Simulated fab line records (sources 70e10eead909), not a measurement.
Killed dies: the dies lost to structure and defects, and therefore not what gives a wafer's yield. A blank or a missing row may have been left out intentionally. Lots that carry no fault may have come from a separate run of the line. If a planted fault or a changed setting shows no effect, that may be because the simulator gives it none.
Chamber matching + flow nand-harc + NHARC_P_STI_CMP_21 on cmp-02: 4 sister chambers
The step polishes, t overpolish 20 s, target thk 380.67 nm. 16 wafers are shown with their chamber, then 8 later ones without.

EACH WAFER AND ITS CHAMBER
| wafer  | chamber | motor-current-A (A) | retaining-ring-pressure-frac | overpolish-run-s (s) |
|--------|---------|---------------------|------------------------------|----------------------|
| L618.1 | 2       | 13.5                | 1.001                        | 19.995               |
| L618.3 | 1       | 10.3                | 0.993                        | 19.999               |
| L618.4 | 3       | 13.2                | 1.000                        | 20.002               |
| L619.1 | 1       | 9.8                 | 0.996                        | 19.990               |
| L619.3 | 3       | 13.5                | 0.992                        | 19.999               |
| L619.5 | 3       | 13.3                | 0.992                        | 20.014               |
| L622.4 | 0       | 11.0                | 0.993                        | 19.998               |
| L622.5 | 1       | 10.4                | 1.001                        | 20.000               |
| L622.6 | 2       | 13.2                | 1.000                        | 19.984               |
| L624.1 | 2       | 13.5                | 1.003                        | 20.007               |
| L624.4 | 1       | 10.3                | 1.001                        | 20.015               |
| L624.5 | 3       | 13.3                | 1.001                        | 20.009               |
| L627.3 | 2       | 14.3                | 1.005                        | 19.997               |
| L627.5 | 1       | 10.4                | 0.997                        | 19.985               |
| L627.6 | 2       | 13.5                | 1.008                        | 19.994               |
| L632.1 | 1       | 10.7                | 1.003                        | 20.004               |

SIGNATURES (means of the wafers above)
| reading                      | chamber 0 | chamber 1 | chamber 2 | chamber 3 | scatter within a chamber |
|------------------------------|-----------|-----------|-----------|-----------|--------------------------|
| motor-current-A              | 11.000    | 10.317    | 13.600    | 13.325    | 0.31                     |
| retaining-ring-pressure-frac | 0.99300   | 0.99850   | 1.00340   | 0.99625   | 0.00393                  |
| overpolish-run-s             | 19.99800  | 19.99883  | 19.99540  | 20.00600  | 0.00897                  |
Rule: for each reading, subtract the chamber's mean from the wafer's reading, divide by that reading's scatter and square the result; add these up over the readings and take the root, which gives the wafer's distance from the chamber. If the next closest chamber is less than 2 further off than the closest, the wafer can't be placed; otherwise it belongs to the closest. How the scatter is found: for the shown wafers, subtract from each reading the mean of its chamber, square and add these, divide the total by (wafers less chambers), then take the root.

WAFERS MISSING THEIR CHAMBER
| wafer  | motor-current-A (A) | retaining-ring-pressure-frac | overpolish-run-s (s) |
|--------|---------------------|------------------------------|----------------------|
| L632.3 | 10.5                | 1.003                        | 20.017               |
| L632.4 | 13.6                | 1.004                        | 19.990               |
| L639.2 | 13.4                | 1.003                        | 19.997               |
| L639.4 | 10.3                | 0.997                        | 20.001               |
| L639.6 | 10.9                | 0.997                        | 19.990               |
| L641.1 | 13.5                | 1.001                        | 20.011               |
| L641.4 | 10.5                | 1.005                        | 20.010               |
| L641.5 | 13.8                | 1.006                        | 20.003               |

WHICH CHAMBER EACH ONE RAN IN
| wafer  | from the rows above     | in truth                   |
|--------|-------------------------|----------------------------|
| L632.3 | can't be placed: 1 or 0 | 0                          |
| L632.4 | 2                       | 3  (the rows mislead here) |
| L639.2 | can't be placed: 2 or 3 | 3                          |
| L639.4 | 1                       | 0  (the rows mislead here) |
| L639.6 | can't be placed: 0 or 1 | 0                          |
| L641.1 | can't be placed: 3 or 2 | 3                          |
| L641.4 | can't be placed: 1 or 0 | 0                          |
| L641.5 | can't be placed: 2 or 3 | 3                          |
Correct placement for 0 of the 8. Cannot be placed on the basis of these rows: 6; the candidates contain the true chamber in 6. Number placed wrongly: 2.
